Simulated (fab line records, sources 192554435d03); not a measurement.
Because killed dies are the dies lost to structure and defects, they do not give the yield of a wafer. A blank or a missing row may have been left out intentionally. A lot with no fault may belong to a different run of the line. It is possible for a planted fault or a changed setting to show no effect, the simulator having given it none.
A struck lot beside a sound one -- flow n5_finfet -- 19 steps out of a route of 1938
Sound: the wafers L382.2, L382.3, L382.4. Wafers L373.3, L373.4, L373.5 were the ones struck. Last of all comes the cause.
For every step that has rows: the tool of each side, followed by ch and its chambers, followed by its first start. Under that, the readings that differ: sound wafers -- struck wafers -- difference of the means -- sigmas: that difference in standard deviations of wafers without a fault.
alike: readings with means less than 2 such deviations apart, plus words and numbers identical on both sides. not compared: withheld readings, readings lacking a value on some wafer, bounds such as >300 that could conceal the same value, and numbers that have no deviation in the record and whose values overlap.
Wherever a step has rows on one side only, a row that says differs or no value, or a row with sigmas, the two part there. Numbers that have no deviation but don't overlap get no sigmas and don't part them. A reading missing from all wafers of one side parts the sides only when that side holds two or more wafers.

first, 6 steps without rows for these wafers: N5_PASSIVATION_EBR_40; N5_PASSIVATION_SOFTBAKE_39 (time 120 s); N5_PASSIVATION_EXPOSE_41 (exposes mask PASS OPEN, defocus 0 nm, target cd 40000 nm); N5_PASSIVATION_PEB_42; N5_PASSIVATION_DEVELOP_43 (develop time 60 s); N5_PASSIVATION_HARDBAKE_45 (time 120 s).
N5_PASSIVATION_CD_MEAS_44: the cd target is 40000 nm.
  sound on cd_sem-01 ch 0, day 16 18:20; struck on cd_sem-02 ch 0, day 15 16:38
reading,sound,struck,difference,sigmas
cd_nm (nm),40009 40007 40004,39999 40002 39996,-8,-2
N5_PASSIVATION_OVL_MEAS_66:
  sound on overlay-02 ch 0, day 16 18:22; struck on overlay-01 ch 0, day 15 16:40
  alike: PASS_OPEN_OVL
N5_PASSIVATION_INSPECT_67: inspects for defects (macro).
  sound: defect_inspect-02 at day 16 18:24; struck: defect_inspect-01 at day 15 16:42
  alike: raw_defect_count
N5_PASSIVATION_DESCUM_46: chemistry O2, time 7.9 s.
  sound on rie_diel-06 ch 0,2,3, day 16 19:23; struck on rie_diel-05 ch 1,3, day 15 17:05
  alike: drypump_motor_current_A, oes_product_au, rf_vpp_V, showerhead_plenum_p_Torr, throttle_valve_pct
  not compared: rf_hours_counter_h
N5_PASSIVATION_PASS_ETCH_47: etches SiNx in CF4/O2, target depth 770 nm, time 385 s.
  sound on rie_diel-06 ch 0,2,3, day 16 19:26; struck on rie_diel-05 ch 1,3, day 15 17:08
  alike: drypump_motor_current_A, oes_f_703_au, oes_o_777_au, oes_product_au, rf_vpp_V, showerhead_plenum_p_Torr, throttle_valve_pct
  not compared: rf_hours_counter_h
N5_PASSIVATION_ETCH_54: etches SiO2 in CHF3/O2, target depth 880 nm, time 440 s.
  sound on rie_diel-06 ch 0,2,3, day 16 19:39; struck on rie_diel-05 ch 1,3, day 15 17:21
  alike: drypump_motor_current_A, oes_f_703_au, oes_o_777_au, oes_product_au, rf_vpp_V, showerhead_plenum_p_Torr, throttle_valve_pct
  not compared: rf_hours_counter_h
N5_PASSIVATION_STRIP_48: strips in O2.
  sound on rie_diel-06 ch 0,2,3, day 16 19:56; struck on rie_diel-05 ch 1,3, day 15 17:38
  no value came back on the struck wafers for any of 8 readings (bias_power_w (W), chamber_pressure_mTorr (mTorr) and others); on the sound wafers bias_power_w (W) reads 0 0 0
then, 5 steps without rows for these wafers: N5_PASSIVATION_STRIP_52 (strips in post etch residue remover, time 1200 s); N5_PASSIVATION_CLEAN_71 (cleans in IPA, time 180 s); N5_PASSIVATION_SRD_72 (time 30 s); N5_PASSIVATION_ANNEAL_56 (time 1800 s); N5_PASSIVATION_PROBE_49.
N5_PASSIVATION_INSPECT_57: inspects for defects (macro).
  sound: defect_inspect-02 at day 16 22:48; struck: defect_inspect-01 at day 15 20:30
reading,sound,struck,difference,sigmas
raw_defect_count,3 4 1,102 81 94,+90,+64

== WHERE THEY PART ==
Last at N5_PASSIVATION_INSPECT_57 as far as this record goes, first at N5_PASSIVATION_CD_MEAS_44.

WHY: what had been put in by the simulator
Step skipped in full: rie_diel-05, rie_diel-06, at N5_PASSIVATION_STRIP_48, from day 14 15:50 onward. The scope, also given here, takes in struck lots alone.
